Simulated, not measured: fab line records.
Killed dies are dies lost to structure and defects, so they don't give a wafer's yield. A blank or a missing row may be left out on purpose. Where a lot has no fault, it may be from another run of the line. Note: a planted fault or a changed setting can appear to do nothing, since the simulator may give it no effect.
The tool behind it: which one? || flow nand harc || 6 lots with 18 wafers sampled at 5 steps, on a route of 1159 steps

WHAT THE GAUGES SHOWED, per wafer
NHARC_END_SORT_01.
lot || measured || on || defect limited yield (%)

WHAT TOOL EACH LOT RAN ON (gives the tool, then ch and the chambers of the sampled wafers, and finally the start)
{"lot": "L281", "NHARC_HYBRID_BOND_ACTIVATE_00": "rie diel-09 ch 0,1, day 18 05:49", "NHARC_THIN_TSV_CMP_01": "cmp-01 ch 0,3, day 18 15:30", "NHARC_THIN_TSV_DEGAS_49": "pvd sputter-03, day 18 19:44", "NHARC_THIN_TSV_ECD_20": "ecd cu-01 ch 0,1, day 18 20:23"}
{"lot": "L280", "NHARC_HYBRID_BOND_ACTIVATE_00": "rie diel-07 ch 0,1, day 18 16:15", "NHARC_THIN_TSV_CMP_01": "cmp-03 ch 0,1,2, day 19 04:50", "NHARC_THIN_TSV_DEGAS_49": "pvd sputter-01, day 19 08:55", "NHARC_THIN_TSV_ECD_20": "ecd cu-02 ch 0,1, day 19 09:23"}
{"lot": "L285", "NHARC_HYBRID_BOND_ACTIVATE_00": "rie diel-07 ch 0,1,3, day 18 20:16", "NHARC_THIN_TSV_CMP_01": "cmp-03 ch 0,1,3, day 19 08:20", "NHARC_THIN_TSV_DEGAS_49": "pvd sputter-02, day 19 12:25", "NHARC_THIN_TSV_ECD_20": "ecd cu-02 ch 0,1, day 19 12:52"}
{"lot": "L288", "NHARC_HYBRID_BOND_ACTIVATE_00": "rie diel-05 ch 0,1,2, day 20 09:14", "NHARC_THIN_TSV_CMP_01": "cmp-01 ch 0,1,2, day 20 21:40", "NHARC_THIN_TSV_DEGAS_49": "pvd sputter-01, day 21 01:58", "NHARC_THIN_TSV_ECD_20": "ecd cu-01 ch 0,1, day 21 02:25"}
{"lot": "L295", "NHARC_HYBRID_BOND_ACTIVATE_00": "rie diel-07 ch 0,2,3, day 21 23:40", "NHARC_THIN_TSV_CMP_01": "cmp-01 ch 0,1,2, day 22 13:45", "NHARC_THIN_TSV_DEGAS_49": "pvd sputter-03, day 22 17:52", "NHARC_THIN_TSV_ECD_20": "ecd cu-01 ch 0,1, day 22 18:31"}
{"lot": "L300", "NHARC_HYBRID_BOND_ACTIVATE_00": "rie diel-05 ch 0,1,3, day 23 05:10", "NHARC_THIN_TSV_CMP_01": "cmp-01 ch 1,2,3, day 23 15:46", "NHARC_THIN_TSV_DEGAS_49": "pvd sputter-02, day 23 20:10", "NHARC_THIN_TSV_ECD_20": "ecd cu-01 ch 0,1, day 23 20:49"}
- NHARC_HYBRID_BOND_ACTIVATE_00: chemistry N2, time 60 s.
- NHARC_THIN_TSV_CMP_01: polishes.
- NHARC_THIN_TSV_DEGAS_49: time 120 s.
- NHARC_THIN_TSV_ECD_20: material Cu, target thk 2000 nm.

THE ANSWER, worked out from the rows above alone
Rule: the usual values come from the lots themselves. The widest of any qualifying gaps counts: lots, ordered by their means at a reading, are off when they make up no more than a third of the lots, leave a main group of 4 or more, and stand apart from it by 3 or more times the standard deviation of that group's means. A main group whose means are all the same, to the digits that the tables above print for the reading, isn't used. Also off: a lot with no number at a reading for which 4 or more lots have one. The other lots that the step has rows for count as sound.
Nothing can be told from this: no lot is off at any reading shown.

WHAT THE SIMULATOR HAD INSERTED
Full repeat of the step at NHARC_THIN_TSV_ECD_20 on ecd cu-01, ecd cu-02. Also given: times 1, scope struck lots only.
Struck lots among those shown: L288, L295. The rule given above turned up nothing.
